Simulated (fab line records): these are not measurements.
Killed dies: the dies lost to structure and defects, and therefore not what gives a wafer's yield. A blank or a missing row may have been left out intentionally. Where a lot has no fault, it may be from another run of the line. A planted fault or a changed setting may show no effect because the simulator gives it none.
Which tool did it?    flow n5_finfet    24 lots with 72 wafers sampled at 3 steps, on a route of 1938 steps

WHAT THE GAUGES SHOWED, per wafer
N5_HKMG_FIN_CD_MEAS_12 targets a cd of 92.8 nm. Usual: cd_nm 92.8 nm, standard deviation 0.87.
lot   measured      on         cd_nm (nm)      flag
L074  day 4 10:43   cd_sem-03  92.8 94.3 93.2  
L075  day 4 10:52   cd_sem-03  92.5 91.4 93.6  
L076  day 4 12:32   cd_sem-03  93.0 92.4 92.0  
L077  day 4 18:37   cd_sem-02  92.6 93.4 92.5  
L078  day 5 06:31   cd_sem-02  93.7 94.0 93.6  
L079  day 5 10:52   cd_sem-03  92.4 92.5 92.6  
L080  day 5 18:17   cd_sem-03  91.6 90.1 92.8  
L081  day 6 04:27   cd_sem-01  91.9 93.0 91.3  
L082  day 6 05:54   cd_sem-01  94.6 93.9 93.3  
L083  day 6 12:37   cd_sem-03  93.3 94.3 93.5  
L084  day 6 22:29   cd_sem-02  93.1 94.0 93.2  
L085  day 7 05:02   cd_sem-01  93.9 94.1 93.0  
L086  day 7 08:28   cd_sem-02  94.1 91.7 93.0  
L087  day 7 11:39   cd_sem-03  93.0 93.6 94.1  
L088  day 7 15:22   cd_sem-02  94.0 94.2 94.1  
L089  day 7 21:53   cd_sem-02  92.8 91.5 93.1  
L090  day 8 04:00   cd_sem-03  91.2 93.1 92.6  
L091  day 8 08:03   cd_sem-02  93.5 92.1 91.3  
L092  day 8 14:07   cd_sem-03  92.6 92.6 92.2  
L093  day 8 21:40   cd_sem-03  91.6 90.7 93.3  
L094  day 9 05:48   cd_sem-02  92.9 92.6 93.2  
L095  day 9 13:04   cd_sem-02  92.7 92.7 93.1  
L096  day 9 14:17   cd_sem-02  93.3 93.3 93.0  
L097  day 10 01:32  cd_sem-03  92.4 93.0 91.4  

N5_GATE_CUT_CD_MEAS_13 targets a cd of 20 nm. Usual: cd_nm 20.1 nm, standard deviation 0.37.
lot   measured      on         cd_nm (nm)      flag
L074  day 4 21:01   cd_sem-03  20.0 20.7 20.2  
L075  day 4 21:07   cd_sem-03  20.4 20.4 19.8  
L076  day 4 23:28   cd_sem-01  19.9 20.3 19.9  
L077  day 5 05:13   cd_sem-02  20.0 20.3 19.8  
L078  day 5 15:04   cd_sem-01  20.5 19.6 19.9  
L079  day 5 19:59   cd_sem-02  20.1 19.5 19.5  
L080  day 6 04:04   cd_sem-02  20.6 20.3 20.5  
L081  day 6 13:02   cd_sem-01  20.4 20.1 20.7  
L082  day 6 14:28   cd_sem-03  20.5 20.8 20.3  
L083  day 6 20:59   cd_sem-03  19.8 20.2 19.7  
L084  day 7 06:37   cd_sem-02  19.5 19.7 19.5  
L085  day 7 14:07   cd_sem-03  20.1 19.5 20.1  
L086  day 7 16:59   cd_sem-01  20.0 20.1 20.0  
L087  day 7 19:59   cd_sem-03  19.9 20.1 19.6  
L088  day 7 23:25   cd_sem-03  20.0 20.0 20.3  
L089  day 8 06:29   cd_sem-01  20.1 20.4 20.4  
L090  day 8 13:29   cd_sem-02  20.6 20.5 20.0  
L091  day 8 16:20   cd_sem-02  19.8 19.8 19.4  
L092  day 8 23:10   cd_sem-03  20.7 20.8 20.5  
L093  day 9 05:44   cd_sem-01  20.0 20.1 20.8  
L094  day 9 14:15   cd_sem-03  20.1 20.5 20.4  
L095  day 9 21:29   cd_sem-01  19.8 20.1 19.9  
L096  day 9 23:41   cd_sem-02  20.0 20.2 20.1  
L097  day 10 10:00  cd_sem-01  19.5 19.8 19.4  

WHAT TOOL EACH LOT RAN ON (gives the tool, then ch and the chambers of the sampled wafers, and finally the start)
lot   N5_HKMG_FIN_ALD_91
L074  ald_metal-02 ch 0,1,3, day 4 12:08
L075  ald_metal-03 ch 0,2,3, day 4 12:28
L076  ald_metal-03 ch 0,1,3, day 4 13:37
L077  ald_metal-01 ch 0,3, day 4 19:41
L078  ald_metal-01 ch 0,1, day 5 08:04
L079  ald_metal-01 ch 1,2,3, day 5 12:06
L080  ald_metal-03 ch 0,2,3, day 5 20:14
L081  ald_metal-03 ch 1,2, day 6 05:31
L082  ald_metal-02 ch 0,2, day 6 07:00
L083  ald_metal-01 ch 0,3, day 6 13:51
L084  ald_metal-03 ch 0,3, day 6 23:33
L085  ald_metal-01 ch 1,2, day 7 06:51
L086  ald_metal-03 ch 1,2, day 7 09:56
L087  ald_metal-02 ch 1,2,3, day 7 12:58
L088  ald_metal-02 ch 0,1,3, day 7 16:26
L089  ald_metal-03 ch 0,2, day 7 23:08
L090  ald_metal-02 ch 1,2, day 8 05:04
L091  ald_metal-03 ch 1,2, day 8 09:07
L092  ald_metal-03 ch 0,1, day 8 15:52
L093  ald_metal-03 ch 0,2, day 8 22:44
L094  ald_metal-01 ch 0,1,3, day 9 06:58
L095  ald_metal-02 ch 0,1,3, day 9 14:13
L096  ald_metal-02 ch 0,2,3, day 9 16:22
L097  ald_metal-02 ch 2,3, day 10 02:53
- N5_HKMG_FIN_ALD_91: deposits TiN, target thk 1 nm, pulse time 1 s, purge time 3 s.

AS READ BY THE TOOLS THEMSELVES (means over the sampled wafers that have a number; for cases with no such wafer, the mark the record gives instead)
N5_HKMG_FIN_ALD_91. Usual: heater_power_w 882 W, standard deviation 89; precursor_pulse_height_rel 0.998, standard deviation 0.021.
lot   tool          heater_power_w (W)  precursor_pulse_height_rel  flag
L074  ald_metal-02  873                 1.009                       
L075  ald_metal-03  907                 0.979                       
L076  ald_metal-03  902                 1.006                       
L077  ald_metal-01  916                 0.998                       
L078  ald_metal-01  870                 0.968                       
L079  ald_metal-01  923                 0.981                       
L080  ald_metal-03  920                 1.002                       
L081  ald_metal-03  793                 1.012                       
L082  ald_metal-02  776                 0.976                       
L083  ald_metal-01  856                 0.999                       
L084  ald_metal-03  950                 0.995                       
L085  ald_metal-01  938                 1.019                       
L086  ald_metal-03  811                 1.009                       
L087  ald_metal-02  909                 0.997                       
L088  ald_metal-02  883                 0.999                       
L089  ald_metal-03  904                 0.990                       
L090  ald_metal-02  941                 1.002                       
L091  ald_metal-03  817                 1.002                       
L092  ald_metal-03  856                 1.001                       
L093  ald_metal-03  865                 1.008                       
L094  ald_metal-01  938                 0.995                       
L095  ald_metal-02  886                 0.987                       
L096  ald_metal-02  839                 0.996                       
L097  ald_metal-02  886                 1.015                       

THE ANSWER, worked out from the rows above alone
Rule: lot off if the mean of its wafers having a number is beyond 3 standard deviations from the usual mean. A lot without any number at a reading at which 4 lots or more have one is off too. Where the step has rows for the other lots, those lots are counted as sound. Order of review: gauges by route order, followed by the tools' own readings, for which a lot's mean as printed above is used. The first step at which some lot is off is used, and at that step the reading that is off furthest; a lot without a number counts as furthest.
None of the lots is off at any reading shown; this tells nothing.

WHAT WAS PUT IN BY THE SIMULATOR
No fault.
